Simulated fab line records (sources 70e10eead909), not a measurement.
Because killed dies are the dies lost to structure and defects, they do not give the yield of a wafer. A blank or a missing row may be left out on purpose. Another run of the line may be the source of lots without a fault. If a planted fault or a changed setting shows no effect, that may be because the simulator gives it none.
fab line records + flow nandHarc
record
- lots=5
- wafers=15
- lastDay=33
route steps=1302 shown P_GATE@137
lots that met no fault: from a run of the same line without faults
startH: start of the lot's first displayed wafer, in hours after the record's first day + waitH: how many hours have passed since the lot's step before this one + " unchanged from the row above + L1.1+2: a row that stands for several wafers + - either no value or no given start + * or withheld: withheld + < > ~ a bound
route shown NAME@n: NAME is a module with steps in the file, n the number in the route of the first one + usual: mean and standard deviation over wafers with no fault + same: alike in all rows + chamber/n: place in a boat + sites: readings site by site + _std_site: standard deviation of those values + _edge_site: inner sites' mean taken away from outer sites' mean + radiusMm: how far each site lies from the wafer's centre + mask NAME#n: copy n + behind: the last tool/chamber to shape the wafer + hold: cause of the lot's hold/its duration in hours/its outcome + device: transistor that didn't switch, given as n, p or np + end of line: tests of these same wafers at the route's end + a step without rows: its recipe alone + killed: not the wafer's yield, but the dies lost to structure and defects at the first sort + map: dies across one wafer; x = killed, . = not, _ = none there
set.NAME: setting as actually run; set.NAME@STEP: the setting as run at that earlier step + model.NAME: the simulator's own value behind a step, which no gauge read
certain route steps with their lots: each step a table, each wafer a row
services: when a tool's chamber went out of use (startH, in hours from the record's first day, below 0 if earlier), for how many hours, and the reason
## steps
# step NHARC_P_GATE_EBR_22
# step NHARC_P_GATE_EXPOSE_23
# recipe
- na=1.35
- targetCdNm=120
- doseMj=93.91
- maskId=P_GATE
# step NHARC_P_GATE_PEB_24
# recipe
- pebTempC=100
- pebTimeS=65
# step NHARC_P_GATE_DEVELOP_25
# recipe
- developTimeS=35
- devTempC=23
# step NHARC_P_GATE_CD_MEAS_26
# recipe
- targetCdNm=120
- landingEnergyEv=500
# usual
- cdNm=119.8/0.54
| lot.wafer | tool     | chamber | startH | waitH | cdNm  |
|-----------|----------|---------|--------|-------|-------|
| L285.1    | cdSem-02 | 0       | 134.03 | -     | 119.3 |
| L285.2    | "        | 0       | "      | "     | 120.0 |
| L285.3    | "        | 0       | "      | "     | 119.6 |
| L292.2    | cdSem-01 | 0       | 204.03 | -     | 118.9 |
| L292.3    | "        | 0       | "      | "     | 119.0 |
| L292.4    | "        | 0       | "      | "     | 118.6 |
| L297.1    | cdSem-03 | 0       | 265.75 | -     | 120.5 |
| L297.3    | "        | 0       | "      | "     | 119.9 |
| L297.6    | "        | 0       | "      | "     | 120.1 |
| L302.1    | cdSem-02 | 0       | 316.87 | -     | 119.7 |
| L302.3    | "        | 0       | "      | "     | 119.3 |
| L302.5    | "        | 0       | "      | "     | 119.1 |
| L304.2    | cdSem-02 | 0       | 337.13 | -     | 120.2 |
| L304.3    | "        | 0       | "      | "     | 120.3 |
| L304.6    | "        | 0       | "      | "     | 120.1 |
# step NHARC_P_GATE_OVL_MEAS_27
# usual
- overlayXNm=0.2/0.74
- overlayYNm=-0.1/0.69
| lot.wafer | tool       | chamber | startH | waitH | overlayXNm | overlayYNm |
|-----------|------------|---------|--------|-------|------------|------------|
| L285.1    | overlay-01 | -       | 134.12 | -     | 1.5        | -1.0       |
| L285.2    | "          | -       | "      | "     | 1.6        | -0.5       |
| L285.3    | "          | -       | "      | "     | 1.6        | -0.8       |
| L292.2    | overlay-01 | -       | 204.11 | -     | -0.4       | -1.6       |
| L292.3    | "          | -       | "      | "     | -0.5       | -1.6       |
| L292.4    | "          | -       | "      | "     | -0.2       | -1.2       |
| L297.1    | overlay-01 | -       | 265.84 | -     | 0.5        | -0.5       |
| L297.3    | "          | -       | "      | "     | 1.1        | 0.3        |
| L297.6    | "          | -       | "      | "     | 0.4        | -0.2       |
| L302.1    | overlay-01 | -       | 316.96 | -     | -0.3       | 0.1        |
| L302.3    | "          | -       | "      | "     | 0.4        | 0.1        |
| L302.5    | "          | -       | "      | "     | 0.3        | 0.4        |
| L304.2    | overlay-01 | -       | 337.22 | -     | 0.2        | 0.3        |
| L304.3    | "          | -       | "      | "     | -0.4       | -0.1       |
| L304.6    | "          | -       | "      | "     | 0.2        | 0.2        |
# step NHARC_P_GATE_INSPECT_28
# usual
- rawDefectCount=5.9/2.8
| lot.wafer | tool             | chamber | startH | waitH | rawDefectCount |
|-----------|------------------|---------|--------|-------|----------------|
| L285.1    | defectInspect-02 | -       | 134.15 | 0.0   | 5              |
| L285.2    | "                | -       | "      | "     | 9              |
| L285.3    | "                | -       | "      | "     | 9              |
| L292.2    | defectInspect-01 | -       | 204.15 | 0.0   | 7              |
| L292.3    | "                | -       | "      | "     | 2              |
| L292.4    | "                | -       | "      | "     | 1              |
| L297.1    | defectInspect-02 | -       | 265.88 | 0.0   | 5              |
| L297.3    | "                | -       | "      | "     | 2              |
| L297.6    | "                | -       | "      | "     | 5              |
| L302.1    | defectInspect-01 | -       | 317.00 | 0.0   | 4              |
| L302.3    | "                | -       | "      | "     | 6              |
| L302.5    | "                | -       | "      | "     | 11             |
| L304.2    | defectInspect-02 | -       | 337.25 | 0.0   | 10             |
| L304.3    | "                | -       | "      | "     | 9              |
| L304.6    | "                | -       | "      | "     | 7              |
# step NHARC_P_GATE_DESCUM_31
# recipe
- timeS=3
- o2FlowSccm=200
- arFlowSccm=0
- biasPowerW=0
- chemistry=O2
# usual
- drypumpMotorCurrentA=5.4/0.41
- oesProductAu=0.998/0.011
- rfVppV=57.8/0.98
- showerheadPlenumPTorr=1.90/0.097
- throttleValvePct=11.311/0.0095
| lot.wafer | tool       | chamber | startH | waitH | drypumpMotorCurrentA | oesProductAu | rfHoursCounterH | rfVppV | showerheadPlenumPTorr | throttleValvePct |
|-----------|------------|---------|--------|-------|----------------------|--------------|-----------------|--------|-----------------------|------------------|
| L285.2    | rieDiel-08 | 0       | 134.21 | 0.1   | 5.9                  | 1.019        | 5               | 57.1   | 1.79                  | 11.312           |
| L285.3    | "          | 2       | "      | "     | 5.4                  | 1.007        | 4               | 58.1   | 1.97                  | 11.303           |
| L285.1    | "          | 3       | "      | "     | 4.8                  | 1.003        | 4               | 58.5   | 1.97                  | 11.320           |
| L292.4    | rieDiel-05 | 1       | 204.21 | 0.1   | 5.3                  | 0.984        | 9               | 56.9   | 1.78                  | 11.293           |
| L292.3    | "          | 2       | "      | "     | 6.3                  | 1.015        | 9               | 59.0   | 1.93                  | 11.319           |
| L292.2    | "          | 3       | "      | "     | 5.0                  | 1.012        | 9               | 57.9   | 2.02                  | 11.325           |
| L297.1    | rieDiel-05 | 1       | 265.94 | 0.1   | 5.4                  | 1.001        | 2               | 55.9   | 1.78                  | 11.300           |
| L297.3    | "          | 2       | "      | "     | 6.3                  | 1.006        | 3               | 56.9   | 1.93                  | 11.322           |
| L297.6    | "          | 2       | "      | "     | 6.3                  | 1.003        | -               | 57.7   | 1.93                  | 11.304           |
| L302.3    | rieDiel-07 | 1       | 317.06 | 0.1   | 5.1                  | 1.004        | 2               | 56.5   | 1.82                  | 11.298           |
| L302.1    | "          | 3       | "      | "     | 5.4                  | 0.999        | 1               | 58.0   | 2.05                  | 11.302           |
| L302.5    | "          | 1       | "      | "     | 5.1                  | 0.995        | -               | 56.9   | 1.82                  | 11.305           |
| L304.2    | rieDiel-08 | 2       | 337.32 | 0.1   | 5.4                  | 1.005        | 12              | 57.9   | 1.97                  | 11.323           |
| L304.3    | "          | 0       | "      | "     | 5.8                  | 1.016        | 11              | 56.9   | 1.79                  | 11.312           |
| L304.6    | "          | 2       | "      | "     | 5.4                  | 1.003        | -               | 58.9   | 1.97                  | 11.324           |
# step NHARC_P_GATE_ETCH_104
# recipe
- targetDepthA=600
- timeS=withheld
- cf4FlowSccm=100
- chf3FlowSccm=30
- arFlowSccm=0
- rfW=500
- biasW=200
- chemistry=CF4/CHF3
# usual
- drypumpMotorCurrentA=5.4/0.42
- oesProductAu=0.950/0.021
- rfVppV=370.5/2.6
- showerheadPlenumPTorr=1.57/0.075
- throttleValvePct=16.803/0.0092
| lot.wafer | tool       | chamber | startH | waitH | drypumpMotorCurrentA | oesProductAu | rfVppV | showerheadPlenumPTorr | throttleValvePct |
|-----------|------------|---------|--------|-------|----------------------|--------------|--------|-----------------------|------------------|
| L285.1    | rieDiel-08 | 2       | 134.30 | 0.1   | 5.4                  | 0.928        | 371.8  | 1.62                  | 16.787           |
| L285.2    | "          | 0       | "      | "     | 5.8                  | 0.945        | 367.2  | 1.48                  | 16.800           |
| L285.3    | "          | 1       | "      | "     | 4.8                  | 0.931        | 369.8  | 1.49                  | 16.796           |
| L292.4    | rieDiel-05 | 2       | 204.30 | 0.1   | 6.2                  | 0.967        | 369.7  | 1.59                  | 16.815           |
| L292.3    | "          | 3       | "      | "     | 5.0                  | 0.987        | 373.3  | 1.66                  | 16.796           |
| L292.2    | "          | 0       | "      | "     | 5.6                  | 0.981        | 370.4  | 1.53                  | 16.805           |
| L297.3    | rieDiel-05 | 2       | 266.03 | 0.1   | 6.2                  | 0.962        | 371.4  | 1.58                  | 16.800           |
| L297.1    | "          | 3       | "      | "     | 5.0                  | 0.972        | 372.3  | 1.66                  | 16.796           |
| L297.6    | "          | 1       | "      | "     | 5.3                  | 0.949        | 367.5  | 1.47                  | 16.796           |
| L302.1    | rieDiel-07 | 0       | 317.15 | 0.1   | 5.4                  | 0.967        | 369.9  | 1.49                  | 16.798           |
| L302.3    | "          | 2       | "      | "     | 5.9                  | 0.956        | 373.4  | 1.66                  | 16.816           |
| L302.5    | "          | 0       | "      | "     | 5.4                  | 0.974        | 366.9  | 1.49                  | 16.794           |
| L304.2    | rieDiel-08 | 3       | 337.41 | 0.1   | 4.8                  | 0.921        | 371.2  | 1.62                  | 16.805           |
| L304.3    | "          | 0       | "      | "     | 5.9                  | 0.955        | 366.5  | 1.47                  | 16.801           |
| L304.6    | "          | 2       | "      | "     | 5.4                  | 0.922        | 372.3  | 1.61                  | 16.806           |
# step NHARC_P_GATE_HM_OPEN_105
# recipe
- targetDepthA=3600
- o2FlowSccm=400
- cosFlowSccm=20
- arFlowSccm=0
- rfW=500
- biasW=300
- chemistry=O2/COS
# usual
- drypumpMotorCurrentA=5.4/0.41
- oesProductAu=0.998/0.012
- rfVppV=467/3.3
- showerheadPlenumPTorr=3.10/0.15
- throttleValvePct=28.330/0.0089
| lot.wafer | tool       | chamber | startH | waitH | drypumpMotorCurrentA | oesProductAu | rfHoursCounterH | rfVppV | showerheadPlenumPTorr | throttleValvePct |
|-----------|------------|---------|--------|-------|----------------------|--------------|-----------------|--------|-----------------------|------------------|
| L285.2    | rieDiel-08 | 2       | -      | -     | 5.4                  | 1.009        | 4               | 471    | 3.21                  | 28.323           |
| L285.1    | "          | 0       | "      | "     | 5.9                  | 1.017        | 5               | 463    | 2.93                  | 28.348           |
| L285.3    | "          | 1       | "      | "     | 4.9                  | 0.992        | 5               | 462    | 2.96                  | 28.323           |
| L292.3    | rieDiel-05 | 0       | -      | -     | 5.6                  | 1.003        | 9               | 467    | 3.04                  | 28.317           |
| L292.2    | "          | 1       | "      | "     | 5.3                  | 0.998        | 9               | 462    | 2.92                  | 28.326           |
| L292.4    | "          | 2       | "      | "     | 6.3                  | 1.008        | 9               | 467    | 3.15                  | 28.335           |
| L297.1    | rieDiel-05 | 2       | -      | -     | 6.3                  | 1.003        | 3               | 467    | 3.14                  | 28.330           |
| L297.3    | "          | 0       | "      | "     | 5.6                  | 0.977        | 3               | 465    | 3.04                  | 28.333           |
| L297.6    | "          | 2       | "      | "     | 6.3                  | 0.994        | -               | 468    | 3.14                  | 28.320           |
| L302.1    | rieDiel-07 | 2       | -      | -     | 5.9                  | 0.993        | 2               | 470    | 3.29                  | 28.325           |
| L302.3    | "          | 0       | "      | "     | 5.4                  | 0.999        | 1               | 464    | 2.96                  | 28.319           |
| L302.5    | "          | 1       | "      | "     | 5.1                  | 1.014        | -               | 466    | 2.98                  | 28.328           |
| L304.2    | rieDiel-08 | 3       | -      | -     | 4.9                  | 0.999        | 9               | 470    | 3.21                  | 28.339           |
| L304.3    | "          | 2       | "      | "     | 5.4                  | 1.006        | 12              | 468    | 3.20                  | 28.326           |
| L304.6    | "          | 3       | "      | "     | 4.9                  | 1.015        | -               | 469    | 3.21                  | 28.326           |
# step NHARC_P_GATE_STRIP_106
# recipe
- o2FlowSccm=400
- cosFlowSccm=20
- arFlowSccm=0
- biasW=0
- chemistry=O2/COS
# step NHARC_P_GATE_ETCH_114
# recipe
- targetDepthA=300
- overetchA=30
- timeS=16.5
- ionEnergyEv=100
- cf4FlowSccm=80
- o2FlowSccm=20
- arFlowSccm=0
- rfW=300
- biasW=100
- chemistry=CF4/O2
# usual
- drypumpMotorCurrentA=5.4/0.42
- oesProductAu=0.998/0.011
- rfVppV=197.7/1.7
- showerheadPlenumPTorr=1.33/0.066
- throttleValvePct=13.398/0.0094
| lot.wafer | tool       | chamber | startH | waitH | drypumpMotorCurrentA | oesProductAu | rfHoursCounterH | rfVppV | showerheadPlenumPTorr | throttleValvePct |
|-----------|------------|---------|--------|-------|----------------------|--------------|-----------------|--------|-----------------------|------------------|
| L285.3    | rieDiel-08 | 1       | -      | -     | 4.8                  | 1.009        | 5               | 194.4  | 1.26                  | 13.387           |
| L285.2    | "          | 2       | "      | "     | 5.3                  | 1.004        | 4               | 200.3  | 1.37                  | 13.392           |
| L285.1    | "          | 3       | "      | "     | 4.8                  | 0.995        | 4               | 199.4  | 1.37                  | 13.411           |
| L292.2    | rieDiel-05 | 2       | -      | -     | 6.2                  | 1.003        | 9               | 199.4  | 1.35                  | 13.389           |
| L292.3    | "          | 3       | "      | "     | 5.0                  | 1.003        | 9               | 199.4  | 1.41                  | 13.376           |
| L292.4    | "          | 0       | "      | "     | 5.6                  | 0.997        | 9               | 197.9  | 1.30                  | 13.410           |
| L297.3    | rieDiel-05 | 3       | -      | -     | 5.0                  | 1.000        | 3               | 200.7  | 1.41                  | 13.380           |
| L297.1    | "          | 0       | "      | "     | 5.6                  | 0.978        | 3               | 196.2  | 1.30                  | 13.388           |
| L297.6    | "          | 3       | "      | "     | 5.0                  | 0.997        | -               | 199.5  | 1.41                  | 13.384           |
| L302.1    | rieDiel-07 | 2       | -      | -     | 5.8                  | 1.003        | 2               | 199.2  | 1.41                  | 13.413           |
| L302.3    | "          | 0       | "      | "     | 5.4                  | 1.000        | 1               | 196.2  | 1.26                  | 13.402           |
| L302.5    | "          | 2       | "      | "     | 5.8                  | 1.002        | -               | 198.9  | 1.41                  | 13.386           |
| L304.3    | rieDiel-08 | 1       | -      | -     | 4.8                  | 1.008        | 13              | 196.3  | 1.26                  | 13.404           |
| L304.2    | "          | 2       | "      | "     | 5.4                  | 1.009        | 12              | 197.5  | 1.37                  | 13.379           |
| L304.6    | "          | 3       | "      | "     | 4.8                  | 1.010        | -               | 198.5  | 1.37                  | 13.389           |
# step NHARC_P_GATE_ETCH_32
# recipe
- targetDepthA=1500
- overEtchFrac=1
- overEtchIonEnergyEv=40
- timeS=100.1
- hbrFlowSccm=150
- cl2FlowSccm=50
- rfW=400
- icpW=400
- biasW=100
- chemistry=HBr/Cl2
# usual
- drypumpMotorCurrentA=5.7/0.46
- mfcCl2Sccm=50.00/0.16
- oesProductAu=0.999/0.0091
- throttleValvePct=26.406/0.0094
| lot.wafer | tool     | chamber | startH | waitH | drypumpMotorCurrentA | mfcCl2Sccm | oesProductAu | rfHoursCounterH | throttleValvePct |
|-----------|----------|---------|--------|-------|----------------------|------------|--------------|-----------------|------------------|
| L285.3    | rieSi-03 | 0       | 134.68 | -     | 5.0                  | 50.18      | 0.999        | 0.46            | 26.419           |
| L285.2    | "        | 1       | "      | "     | 6.2                  | 50.27      | 0.984        | 0.50            | 26.421           |
| L285.1    | "        | 3       | "      | "     | 5.5                  | 50.06      | 1.000        | 0.44            | 26.392           |
| L292.2    | rieSi-01 | 3       | 204.67 | -     | 6.5                  | 49.95      | 1.014        | 0.01            | 26.405           |
| L292.4    | "        | 1       | "      | "     | 5.3                  | 50.01      | 1.003        | 0.01            | 26.411           |
| L292.3    | "        | 2       | "      | "     | 5.5                  | 50.25      | 1.002        | 0.01            | 26.412           |
| L297.3    | rieSi-03 | 1       | 266.40 | -     | 6.3                  | 49.98      | 0.998        | 0.25            | 26.395           |
| L297.1    | "        | 3       | "      | "     | 5.5                  | 50.11      | 0.977        | 0.17            | 26.408           |
| L297.6    | "        | 2       | "      | "     | 5.4                  | 39.95      | 1.009        | -               | 25.793           |
| L302.3    | rieSi-01 | 1       | 317.52 | -     | 5.3                  | 50.09      | 1.011        | 0.65            | 26.408           |
| L302.1    | "        | 2       | "      | "     | 5.6                  | 49.66      | 0.991        | 0.70            | 26.410           |
| L302.5    | "        | 1       | "      | "     | 5.3                  | 50.15      | 1.007        | -               | 26.410           |
| L304.3    | rieSi-01 | 3       | 337.79 | -     | 6.5                  | 50.25      | 0.996        | 0.90            | 26.391           |
| L304.2    | "        | 1       | "      | "     | 5.3                  | 50.11      | 1.016        | 0.84            | 26.404           |
| L304.6    | "        | 3       | "      | "     | 6.5                  | 49.99      | 1.006        | -               | 26.403           |
# step NHARC_P_GATE_STRIP_108
# recipe
- o2FlowSccm=500
- arFlowSccm=0
- biasW=0
- chemistry=O2
# usual
- drypumpMotorCurrentA=5.4/0.41
- oesProductAu=1.000/0.011
- rfVppV=57.8/0.9
- showerheadPlenumPTorr=3.50/0.17
- throttleValvePct=17.036/0.0098
| lot.wafer | tool       | chamber | startH | waitH | drypumpMotorCurrentA | oesProductAu | rfHoursCounterH | rfVppV | showerheadPlenumPTorr | throttleValvePct |
|-----------|------------|---------|--------|-------|----------------------|--------------|-----------------|--------|-----------------------|------------------|
| L285.2    | rieDiel-08 | 2       | 134.85 | -     | 5.4                  | 1.006        | 4.4             | 58.7   | 3.63                  | 17.041           |
| L285.3    | "          | 3       | "      | "     | 4.9                  | 0.989        | 4.4             | 57.6   | 3.63                  | 17.042           |
| L285.1    | "          | 0       | "      | "     | 5.9                  | 1.019        | 4.8             | 56.2   | 3.32                  | 17.039           |
| L292.2    | rieDiel-08 | 3       | 204.85 | -     | 4.9                  | 1.006        | 0.5             | 59.2   | 3.63                  | 17.041           |
| L292.4    | "          | 0       | "      | "     | 5.8                  | 1.020        | 0.5             | 58.0   | 3.31                  | 17.023           |
| L292.3    | "          | 1       | "      | "     | 4.9                  | 0.994        | 0.9             | 57.6   | 3.35                  | 17.040           |
| L297.3    | rieDiel-07 | 2       | 266.58 | -     | 5.9                  | 1.005        | 5.4             | 58.3   | 3.72                  | 17.038           |
| L297.1    | "          | 3       | "      | "     | 5.3                  | 0.988        | 4.9             | 58.2   | 3.77                  | 17.035           |
| L297.6    | "          | 1       | "      | "     | 5.1                  | 1.003        | -               | 57.6   | 3.38                  | 17.019           |
| L302.3    | rieDiel-08 | 1       | 317.68 | -     | 4.9                  | 0.991        | 10.5            | 58.0   | 3.34                  | 17.050           |
| L302.1    | "          | 2       | "      | "     | 5.4                  | 1.001        | 9.4             | 58.0   | 3.62                  | 17.039           |
| L302.5    | "          | 1       | "      | "     | 4.9                  | 0.999        | -               | 57.8   | 3.34                  | 17.051           |
| L304.2    | rieDiel-07 | 0       | 337.94 | -     | 5.4                  | 0.985        | 2.5             | 58.1   | 3.35                  | 17.043           |
| L304.3    | "          | 3       | "      | "     | 5.3                  | 1.015        | 1.8             | 60.0   | 3.77                  | 17.032           |
| L304.6    | "          | 0       | "      | "     | 5.4                  | 0.995        | -               | 56.6   | 3.35                  | 17.034           |
## services
| tool       | chamber | startH | hours | kind   |
|------------|---------|--------|-------|--------|
| rieDiel-07 | -       | 117.20 | 9.0   | pm     |
| rieDiel-08 | 0       | 120.90 | -     | clean  |
| rieDiel-08 | 1       | 120.90 | -     | clean  |
| rieDiel-08 | 2       | 120.90 | -     | clean  |
| rieDiel-08 | 3       | 120.90 | -     | clean  |
| rieSi-03   | 1       | 138.18 | 1.4   | repair |
| rieDiel-08 | 0       | 145.40 | -     | clean  |
| rieDiel-08 | 1       | 145.40 | -     | clean  |
| rieDiel-08 | 2       | 145.40 | -     | clean  |
| rieDiel-08 | 3       | 145.40 | -     | clean  |
| rieSi-01   | 2       | 151.25 | 2.7   | repair |
| rieSi-03   | 0       | 166.74 | 4.8   | repair |
| rieDiel-08 | -       | 190.80 | 9.0   | pm     |
| rieSi-01   | -       | 193.00 | 9.0   | pm     |
| rieSi-03   | -       | 221.00 | 9.0   | pm     |
| rieDiel-05 | 0       | 228.13 | 5.4   | repair |
| rieDiel-05 | -       | 229.80 | 9.0   | pm     |
| rieDiel-08 | 3       | 238.97 | 2.2   | repair |
| rieDiel-07 | 3       | 252.65 | 3.6   | repair |
| rieSi-03   | 3       | 262.58 | 3.8   | repair |
| rieDiel-07 | -       | 281.58 | 0.6   | repair |
| rieSi-01   | 0       | 288.43 | 2.5   | repair |
| rieDiel-07 | -       | 294.20 | 9.0   | pm     |
| rieDiel-07 | 3       | 327.45 | 5.5   | repair |
## key
firstSign
- step=NHARC_P_GATE_ETCH_32
- reading=throttleValvePct
- direction=down
- sigmas=65
- usual=26.406
- struck=25.793
effect
- step=NHARC_P_GATE_ETCH_32
- reading=mfcCl2Sccm
- direction=down
- sigmas=64
- usual=50.00
- struck=39.95
metAt NHARC_P_GATE_ETCH_32
struckWafers L297.6
testerLeftOut L297
fault
- kind=processParameterDrift
- tool=rieSi-03
- chamber=2
- onsetH=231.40
- steps=NHARC_P_GATE_ETCH_32
- channel=cl2FlowSccm
- offset=*
- shape=step
- endH=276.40
- actsIn=*
- stated=*
# testerLeftOut: of these lots the tester's yield and bins aren't shown, on N5 and GAA mostly nor the transistor test; their killed dies are dies lost to structure and defects alone, not to doping, threshold or leakage, so they don't give the yield
